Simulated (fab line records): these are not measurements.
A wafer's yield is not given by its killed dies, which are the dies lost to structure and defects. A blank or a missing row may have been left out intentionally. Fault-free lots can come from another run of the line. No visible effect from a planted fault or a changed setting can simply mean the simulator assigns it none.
fab line records | flow nand-harc
record: lots: 6 | wafers: 18 | last-day: 34
route steps=1302 shown A_SLIT@940 A_SIN_REMOVE@947 A_WL_FILL@952
lots that met no fault: taken from a fault-free run of the same line
start-h: hours from the record's opening day to when the first of the lot's shown wafers began | wait-h: how many hours have passed since the lot's step before this one | " identical to the entry in the row above | L1.1+2: one row covering several wafers at once | - no value present, or no start provided | * or withheld: withheld | < > ~ a bound
route shown NAME@n: names a module that has steps shown in the file, with the first one's number in the route | usual: average and standard deviation across the fault-free wafers | same: alike in all rows | chamber/n: place in a boat | sites: per-site readings | _std_site: the standard deviation of these | _edge_site: inner sites' mean taken away from outer sites' mean | radius-mm: for every site, how far away it sits from the centre of the wafer | mask NAME#n: copy n | behind: tool/chamber where the wafer was last shaped | hold: the reason the lot was held/the length of the hold in hours/how it ended | device: the transistor (n, p or np) that didn't switch | end of line: the same wafers' tests at the end of the route | step lacking rows: just its recipe | killed: at the first sort, the dies lost to defects and structure; wafer yield is something else | map: a wafer's dies, x killed, . not, _ none there
set.NAME: the setting that was run; set.NAME@STEP: the one run at that earlier step | model.NAME: the simulator's own value behind a step, which no gauge read
lots at selected steps of the route; one table per step, one row per wafer
services: from which hour (start-h, from the record's first day; less than 0 if before it) a tool's chamber was out of use, for how many hours, and why
== steps ==
step: NHARC_A_SLIT_ETCH_26
recipe: bias-v: 400 | source-w: 2000 | pressure-mtorr: 25 | time-s: 90 | ar-flow-sccm: 375 | c4f8-flow-sccm: 41.7 | o2-flow-sccm: 83.3 | target-depth-a: 4000 | chemistry: C4F8/O2/Ar
usual: drypump-motor-current-A: 5.8/0.32 | showerhead-plenum-p-Torr: 3.69/0.095 | throttle-valve-pct: 27.620/0.0087
lot.wafer | tool        | chamber | start-h | wait-h | drypump-motor-current-A | rf-hours-counter-h | showerhead-plenum-p-Torr | throttle-valve-pct
L322.2    | har-etch-01 | 0       | 506.55  | 3.0    | 5.9                     | 263                | 3.66                     | 27.618
L322.4    | "           | 0       | "       | "      | 5.9                     | -                  | 3.66                     | 27.596
L322.6    | "           | 0       | "       | "      | 5.9                     | -                  | 3.66                     | 27.623
L331.2    | har-etch-01 | 1       | 591.70  | 2.5    | 5.9                     | 319                | 3.64                     | 27.614
L331.4    | "           | 1       | "       | "      | 5.9                     | -                  | 3.64                     | 27.619
L331.6    | "           | 0       | "       | "      | 5.9                     | -                  | 3.63                     | 27.615
L333.2    | har-etch-02 | 1       | 605.89  | 3.0    | 5.1                     | 131                | 3.67                     | 27.619
L333.3    | "           | 1       | "       | "      | 5.1                     | -                  | 3.67                     | 27.631
L333.6    | "           | 0       | "       | "      | 6.2                     | -                  | 3.90                     | 27.629
L338.1    | har-etch-02 | 1       | 673.48  | 3.0    | 5.1                     | 169                | 3.65                     | 27.625
L338.5    | "           | 1       | "       | "      | 5.1                     | -                  | 3.65                     | 27.617
L338.6    | "           | 0       | "       | "      | 6.3                     | -                  | 3.88                     | 27.617
L339.3    | har-etch-02 | 0       | 683.36  | 1.9    | 6.3                     | -                  | 3.88                     | 27.613
L339.4    | "           | 1       | "       | "      | 5.1                     | -                  | 3.65                     | 27.629
L339.6    | "           | 0       | "       | "      | 6.3                     | -                  | 3.88                     | 27.626
L341.2    | har-etch-01 | 0       | 703.33  | 3.0    | 5.9                     | 380                | 3.60                     | 27.617
L341.1    | "           | 1       | "       | "      | 5.9                     | 380                | 3.61                     | 27.603
L341.4    | "           | 1       | "       | "      | 5.9                     | -                  | 3.61                     | 27.616
step: NHARC_A_SLIT_STRIP_28
recipe: o2-flow-sccm: 400 | cos-flow-sccm: 20 | ar-flow-sccm: 0 | bias-w: 0 | chemistry: O2/COS
step: NHARC_A_SLIT_ETCH_29
recipe: target-depth-a: 1000 | overetch-a: 100 | time-s: 55 | ion-energy-ev: 100 | cf4-flow-sccm: 80 | o2-flow-sccm: 20 | ar-flow-sccm: 0 | rf-w: 300 | bias-w: 100 | chemistry: CF4/O2
usual: drypump-motor-current-A: 5.8/0.52 | oes-product-au: 1.001/0.0083 | rf-vpp-V: 197.4/1.4 | showerhead-plenum-p-Torr: 1.31/0.05 | throttle-valve-pct: 13.397/0.0095
lot.wafer | tool        | chamber | start-h | wait-h | drypump-motor-current-A | oes-product-au | rf-hours-counter-h | rf-vpp-V | showerhead-plenum-p-Torr | throttle-valve-pct
L322.2    | rie-diel-10 | 0       | 507.44  | 0.1    | 5.7                     | 1.004          | 4.5                | 195.7    | 1.28                     | 13.402
L322.4    | "           | 1       | "       | "      | 5.2                     | 1.000          | 4.4                | 198.7    | 1.36                     | 13.388
L322.6    | "           | 2       | "       | "      | 6.4                     | 1.013          | -                  | 198.0    | 1.32                     | 13.402
L331.2    | rie-diel-06 | 1       | 592.58  | 0.1    | 5.0                     | 1.008          | 4.8                | 198.1    | 1.37                     | 13.407
L331.4    | "           | 3       | "       | "      | 6.2                     | 1.013          | 7.4                | 199.2    | 1.37                     | 13.402
L331.6    | "           | 1       | "       | "      | 5.0                     | 1.006          | -                  | 198.5    | 1.37                     | 13.393
L333.3    | rie-diel-02 | 2       | 606.78  | 0.1    | 6.0                     | 1.013          | 1.6                | 199.6    | 1.42                     | 13.399
L333.2    | "           | 0       | "       | "      | 5.0                     | 1.012          | 2.1                | 197.6    | 1.34                     | 13.412
L333.6    | "           | 1       | "       | "      | 5.8                     | 1.000          | -                  | 195.2    | 1.26                     | 13.391
L338.1    | rie-diel-10 | 2       | 674.39  | 0.1    | 6.4                     | 1.002          | 3.9                | 198.1    | 1.32                     | 13.399
L338.5    | "           | 3       | "       | "      | 6.3                     | 1.002          | -                  | 197.0    | 1.25                     | 13.399
L338.6    | "           | 0       | "       | "      | 5.7                     | 1.001          | -                  | 196.8    | 1.28                     | 13.404
L339.3    | rie-diel-06 | 1       | 684.20  | 0.1    | 5.0                     | 0.992          | 2.0                | 197.6    | 1.37                     | 13.389
L339.4    | "           | 2       | "       | "      | 5.2                     | 1.005          | -                  | 195.1    | 1.24                     | 13.402
L339.6    | "           | 3       | "       | "      | 6.2                     | 0.996          | -                  | 198.9    | 1.37                     | 13.393
L341.1    | rie-diel-02 | 0       | 704.21  | 0.1    | 5.0                     | 0.994          | 7.5                | 196.6    | 1.34                     | 13.400
L341.4    | "           | 1       | "       | "      | 5.8                     | 1.004          | 6.1                | 196.0    | 1.26                     | 13.383
L341.2    | "           | 3       | "       | "      | 5.3                     | 1.010          | 7.8                | 198.2    | 1.33                     | 13.408
step: NHARC_A_SLIT_STRIP_18
recipe: o2-flow-sccm: 500 | ar-flow-sccm: 0 | bias-w: 0 | chemistry: O2
usual: drypump-motor-current-A: 5.8/0.5 | oes-product-au: 0.999/0.0079 | rf-vpp-V: 57.7/0.85 | showerhead-plenum-p-Torr: 3.48/0.13 | throttle-valve-pct: 17.036/0.0093
lot.wafer | tool        | chamber | start-h | wait-h | drypump-motor-current-A | oes-product-au | rf-hours-counter-h | rf-vpp-V | showerhead-plenum-p-Torr | throttle-valve-pct
L322.4    | rie-diel-10 | 0       | -       | -      | 5.7                     | 0.998          | 4.5                | 57.6     | 3.40                     | 17.034
L322.2    | "           | 3       | "       | "      | 6.4                     | 1.002          | 4.1                | 55.3     | 3.32                     | 17.050
L322.6    | "           | 0       | "       | "      | 5.6                     | 0.980          | -                  | 58.8     | 3.40                     | 17.044
L331.2    | rie-diel-06 | 2       | -       | -      | 5.2                     | 1.006          | 7.1                | 56.7     | 3.28                     | 17.033
L331.4    | "           | 1       | "       | "      | 5.0                     | 0.997          | 4.9                | 56.5     | 3.61                     | 17.033
L331.6    | "           | 2       | "       | "      | 5.2                     | 1.018          | -                  | 57.6     | 3.29                     | 17.033
L333.3    | rie-diel-02 | 0       | -       | -      | 5.0                     | 0.995          | 2.1                | 56.8     | 3.53                     | 17.031
L333.2    | "           | 1       | "       | "      | 5.8                     | 0.999          | 1.6                | 57.3     | 3.33                     | 17.027
L333.6    | "           | 1       | "       | "      | 5.8                     | 0.999          | -                  | 56.7     | 3.33                     | 17.041
L338.1    | rie-diel-10 | 3       | -       | -      | 6.4                     | 0.998          | 3.9                | 57.5     | 3.31                     | 17.035
L338.6    | "           | 1       | "       | "      | 5.2                     | 1.002          | -                  | 57.7     | 3.58                     | 17.038
L338.5    | "           | 2       | "       | "      | 6.4                     | 0.999          | -                  | 58.6     | 3.50                     | 17.031
L339.3    | rie-diel-06 | 1       | -       | -      | 5.0                     | 0.996          | 2.0                | 58.0     | 3.61                     | 17.051
L339.4    | "           | 1       | "       | "      | 5.1                     | 0.992          | -                  | 57.8     | 3.61                     | 17.038
L339.6    | "           | 2       | "       | "      | 5.1                     | 1.006          | -                  | 56.3     | 3.28                     | 17.035
L341.4    | rie-diel-02 | 2       | -       | -      | 6.0                     | 1.013          | 7.4                | 57.3     | 3.73                     | 17.037
L341.1    | "           | 3       | "       | "      | 5.3                     | 1.006          | 7.8                | 58.4     | 3.51                     | 17.047
L341.2    | "           | 0       | "       | "      | 5.0                     | 1.004          | 7.6                | 57.7     | 3.53                     | 17.029
step: NHARC_A_SLIT_PRECLEAN_19
recipe: time-s: * | temp-c: 50 | bath-age-min: 0 | chemistry: SC1
step: NHARC_A_SLIT_SRD_20
step: NHARC_A_SLIT_CD_MEAS_21
usual: cd-nm: 289.5/0.88
lot.wafer | tool      | chamber | start-h | wait-h | cd-nm
L322.2    | cd-sem-03 | -       | 507.97  | -      | 290.7
L322.4    | "         | -       | "       | "      | 289.8
L322.6    | "         | -       | "       | "      | 289.4
L331.2    | cd-sem-02 | -       | 593.11  | -      | 288.3
L331.4    | "         | -       | "       | "      | 287.5
L331.6    | "         | -       | "       | "      | 288.3
L333.2    | cd-sem-03 | -       | 607.33  | -      | 289.0
L333.3    | "         | -       | "       | "      | 288.6
L333.6    | "         | -       | "       | "      | 289.1
L338.1    | cd-sem-02 | -       | 674.90  | -      | 289.0
L338.5    | "         | -       | "       | "      | 290.4
L338.6    | "         | -       | "       | "      | 289.7
L339.3    | cd-sem-02 | -       | 684.84  | 0.1    | 290.0
L339.4    | "         | -       | "       | "      | 290.3
L339.6    | "         | -       | "       | "      | 289.8
L341.1    | cd-sem-01 | -       | 704.74  | -      | 288.7
L341.2    | "         | -       | "       | "      | 288.4
L341.4    | "         | -       | "       | "      | 288.9
step: NHARC_A_SIN_REMOVE_WET_00
recipe: temp-c: 160 | time-s: 15300 | chemistry: H3PO4
step: NHARC_A_SIN_REMOVE_PRECLEAN_01
recipe: time-s: * | temp-c: 50 | bath-age-min: 0 | chemistry: SC1
step: NHARC_A_SIN_REMOVE_SRD_02
step: NHARC_A_SIN_REMOVE_INSPECT_04
usual: raw-defect-count: 397/100
lot.wafer | tool              | chamber | start-h | wait-h | raw-defect-count
L322.2    | defect-inspect-02 | -       | 514.63  | 0.0    | 388
L322.4    | "                 | -       | "       | "      | 318
L322.6    | "                 | -       | "       | "      | 405
L331.2    | defect-inspect-01 | -       | 599.78  | 0.0    | 345
L331.4    | "                 | -       | "       | "      | 419
L331.6    | "                 | -       | "       | "      | 324
L333.2    | defect-inspect-02 | -       | 613.59  | 0.0    | 346
L333.3    | "                 | -       | "       | "      | 419
L333.6    | "                 | -       | "       | "      | 431
L338.1    | defect-inspect-01 | -       | 681.54  | 0.0    | 381
L338.5    | "                 | -       | "       | "      | 339
L338.6    | "                 | -       | "       | "      | 298
L339.3    | defect-inspect-01 | -       | 691.53  | 0.0    | 244
L339.4    | "                 | -       | "       | "      | 316
L339.6    | "                 | -       | "       | "      | 217
L341.1    | defect-inspect-01 | -       | 711.34  | 0.0    | 497
L341.2    | "                 | -       | "       | "      | 523
L341.4    | "                 | -       | "       | "      | 444
step: NHARC_A_WL_FILL_ALD_00
recipe: target-thk-a: 30 | pulse-time-s: 3 | ald-cycles: 30 | temp-c: 300 | material: Al2O3
usual: ald-cycles: 30/0 | heater-power-outer-w: 277/30 | heater-power-w: 493/47 | precursor-pulse-height-rel: 0.999/0.02
lot.wafer | tool      | chamber | start-h | wait-h | ald-cycles | heater-power-outer-w | heater-power-w | precursor-pulse-height-rel
L322.4    | ald-hk-02 | 2       | 514.72  | 0.1    | 30         | 311                  | 517            | 1.000
L322.2    | "         | 3       | "       | "      | 30         | 320                  | 534            | 0.993
L322.6    | "         | 1       | "       | "      | 30         | 252                  | 468            | 0.992
L331.4    | ald-hk-03 | 0       | 599.84  | 0.1    | 40         | 211                  | 380            | 1.027
L331.2    | "         | 3       | "       | "      | 30         | 298                  | 514            | 0.999
L331.6    | "         | 0       | "       | "      | 40         | 213                  | 383            | 0.997
L333.3    | ald-hk-03 | 3       | 613.71  | 0.1    | 30         | 297                  | 517            | 0.985
L333.2    | "         | 0       | "       | "      | 40         | 210                  | 377            | 0.987
L333.6    | "         | 2       | "       | "      | 30         | 245                  | 453            | 1.007
L338.1    | ald-hk-04 | 3       | 681.67  | 0.1    | 30         | 272                  | 461            | 0.963
L338.6    | "         | 1       | "       | "      | 30         | 313                  | 537            | 0.983
L338.5    | "         | 2       | "       | "      | 30         | 252                  | 433            | 0.976
L339.4    | ald-hk-03 | 2       | 691.59  | 0.1    | 30         | 244                  | 467            | 0.991
L339.3    | "         | 3       | "       | "      | 30         | 300                  | 531            | 0.985
L339.6    | "         | 3       | "       | "      | 30         | 295                  | 516            | 1.003
L341.1    | ald-hk-03 | 0       | 711.43  | 0.1    | 30         | 207                  | 380            | 0.980
L341.2    | "         | 1       | "       | "      | 30         | 288                  | 539            | 1.000
L341.4    | "         | 2       | "       | "      | 30         | 249                  | 452            | 1.007
step: NHARC_A_WL_FILL_RTA_01
recipe: temp-c: 1000 | time-s: 5
usual: lamp-power-pct: 31.70/0.044 | lamp_zone_1_pct: 31.70/0.043 | lamp_zone_2_pct: 31.70/0.044 | lamp_zone_3_pct: 31.69/0.046 | wafer_temp_C_max: 1005.3/1.5
lot.wafer | tool          | chamber | start-h | wait-h | lamp-power-pct | lamp_zone_1_pct | lamp_zone_2_pct | lamp_zone_3_pct | wafer_temp_C_max
L322.2    | rtp-anneal-01 | 0       | 514.98  | -      | 31.65          | 31.73           | 31.74           | 31.71           | 1005.9
L322.4    | "             | 0       | "       | "      | 31.77          | 31.77           | 31.73           | 31.71           | 1005.6
L322.6    | "             | 0       | "       | "      | 31.69          | 31.78           | 31.78           | 31.74           | 1007.1
L331.2    | rtp-anneal-01 | 0       | 600.13  | -      | 31.70          | 31.70           | 31.73           | 31.73           | 1006.1
L331.4    | "             | 0       | "       | "      | 31.72          | 31.73           | 31.72           | 31.75           | 1008.0
L331.6    | "             | 0       | "       | "      | 31.77          | 31.80           | 31.68           | 31.76           | 1008.0
L333.2    | rtp-anneal-01 | 0       | 613.94  | -      | 31.68          | 31.70           | 31.71           | 31.65           | 1006.2
L333.3    | "             | 0       | "       | "      | 31.70          | 31.66           | 31.71           | 31.69           | 1006.5
L333.6    | "             | 0       | "       | "      | 31.67          | 31.71           | 31.69           | 31.71           | 1005.5
L338.1    | rtp-anneal-01 | 0       | 681.88  | -      | 31.71          | 31.73           | 31.74           | 31.76           | 1005.2
L338.5    | "             | 0       | "       | "      | 31.77          | 31.79           | 31.72           | 31.73           | 1005.5
L338.6    | "             | 0       | "       | "      | 31.74          | 31.76           | 31.69           | 31.75           | 1006.1
L339.3    | rtp-anneal-01 | 0       | 691.90  | -      | 31.70          | 31.72           | 31.64           | 31.66           | 1004.1
L339.4    | "             | 0       | "       | "      | 31.69          | 31.68           | 31.73           | 31.72           | 1008.0
L339.6    | "             | 0       | "       | "      | 31.78          | 31.68           | 31.77           | 31.67           | 1005.9
L341.1    | rtp-anneal-01 | 0       | 711.66  | -      | 31.72          | 31.66           | 31.71           | 31.69           | 1006.4
L341.2    | "             | 0       | "       | "      | 31.78          | 31.72           | 31.68           | 31.65           | 1007.9
L341.4    | "             | 0       | "       | "      | 31.67          | 31.73           | 31.71           | 31.71           | 1008.3
== services ==
tool        | chamber | start-h | hours | kind
rie-diel-06 | -       | 484.20  | 9.0   | pm
rie-diel-06 | 0       | 484.20  | 9.0   | vent-cycle
rie-diel-06 | 1       | 484.20  | 9.0   | vent-cycle
rie-diel-06 | 2       | 484.20  | 9.0   | vent-cycle
rie-diel-06 | 3       | 484.20  | 9.0   | vent-cycle
rie-diel-06 | 0       | 493.20  | -     | clean
rie-diel-06 | 1       | 493.20  | -     | clean
rie-diel-02 | 1       | 510.65  | 3.5   | repair
ald-hk-02   | -       | 526.00  | 10.0  | pm
rie-diel-02 | 1       | 533.96  | 10.6  | repair
rie-diel-06 | 1       | 563.24  | 3.4   | repair
ald-hk-03   | -       | 568.55  | 10.0  | pm
rie-diel-02 | -       | 570.85  | 9.0   | pm
rie-diel-10 | 0       | 577.14  | 2.6   | repair
rie-diel-06 | 0       | 578.65  | 3.5   | repair
rie-diel-10 | 2       | 586.33  | 5.4   | repair
rie-diel-10 | -       | 596.53  | 9.0   | pm
rie-diel-06 | 3       | 597.77  | 2.8   | repair
ald-hk-04   | -       | 619.13  | 10.0  | pm
rie-diel-02 | -       | 632.95  | 0.5   | repair
rie-diel-06 | -       | 661.20  | 9.0   | pm
rie-diel-02 | 1       | 690.75  | 11.8  | repair
rie-diel-02 | 0       | 691.67  | 2.0   | repair
ald-hk-02   | -       | 707.61  | 10.0  | pm
== key ==
first-sign: step: NHARC_A_WL_FILL_ALD_00 | reading: ald-cycles | direction: up | sigmas: 99+ | usual: 30 | struck: 40
effect none on later readings
met-at NHARC_A_WL_FILL_ALD_00
struck-wafers L331.4,L331.6,L333.2
sort-left-out L331.4,L331.6,L333.2
tester-left-out L331,L333
fault: kind: process-parameter-drift | tool: ald-hk-03 | chamber: 0 | onset-h: 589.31 | steps: NHARC_A_WL_FILL_ALD_00 | channel: ald-cycles | offset: 10 | shape: step | end-h: 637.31 | acts-in: these-recipes-only | stated: 30
tester-left-out: of these lots the tester's yield and bins aren't shown, on N5 and GAA mostly nor the transistor test; their killed dies are dies lost to structure and defects alone, not to doping, threshold or leakage, so they don't give the yield
sort-left-out: the simulated sort isn't trusted on such a fault, so these wafers' sort isn't shown, and their yield isn't known
